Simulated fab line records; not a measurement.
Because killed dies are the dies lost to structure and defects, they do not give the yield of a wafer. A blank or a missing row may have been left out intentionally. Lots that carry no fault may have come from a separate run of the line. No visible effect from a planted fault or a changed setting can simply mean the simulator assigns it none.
Chamber matching | flow nand_harc | NHARC_P_M1_STRIP_18 on rie_diel-06: 4 sister chambers
The step strips in N2/H2. 4 wafers are shown with their chamber, then 7 later ones without.

WAFERS, EACH WITH ITS CHAMBER
wafer  | chamber | drypump_motor_current_A (A)
L087.1 | 2       | 6.0
L091.5 | 0       | 5.3
L091.6 | 1       | 5.8
L092.5 | 3       | 5.3

WAFERS WITH NO CHAMBER GIVEN
wafer  | drypump_motor_current_A (A)
L092.6 | 5.4
L094.2 | 6.0
L094.4 | 5.3
L094.6 | 6.0
L096.1 | 5.3
L096.2 | 5.8
L096.3 | 6.0

EACH ONE'S CHAMBER
wafer  | from the rows above     | in truth
L092.6 | can't be placed: 0 or 3 | 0
L094.2 | 2                       | 2
L094.4 | can't be placed: 0 or 3 | 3
L094.6 | 2                       | 2
L096.1 | can't be placed: 0 or 3 | 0
L096.2 | 1                       | 1
L096.3 | 2                       | 2
Placed correctly: 4 of 7. Unplaceable from these rows: 3, with the true chamber sitting among the candidates in 3. Number placed wrongly: 0.
How it was worked out, from the rows above alone: a wafer's distance from a chamber is the root of the sum, over the readings, of the square of ((its reading less the chamber's mean) divided by the reading's scatter). If the next closest chamber is less than 2 further off than the closest, the wafer can't be placed; otherwise it belongs to the closest. A chamber's mean is the mean of its shown wafers. The scatter (one wafer shown for each chamber): square how far every hidden wafer sits from the nearest shown wafer, average those squares and take the square root.
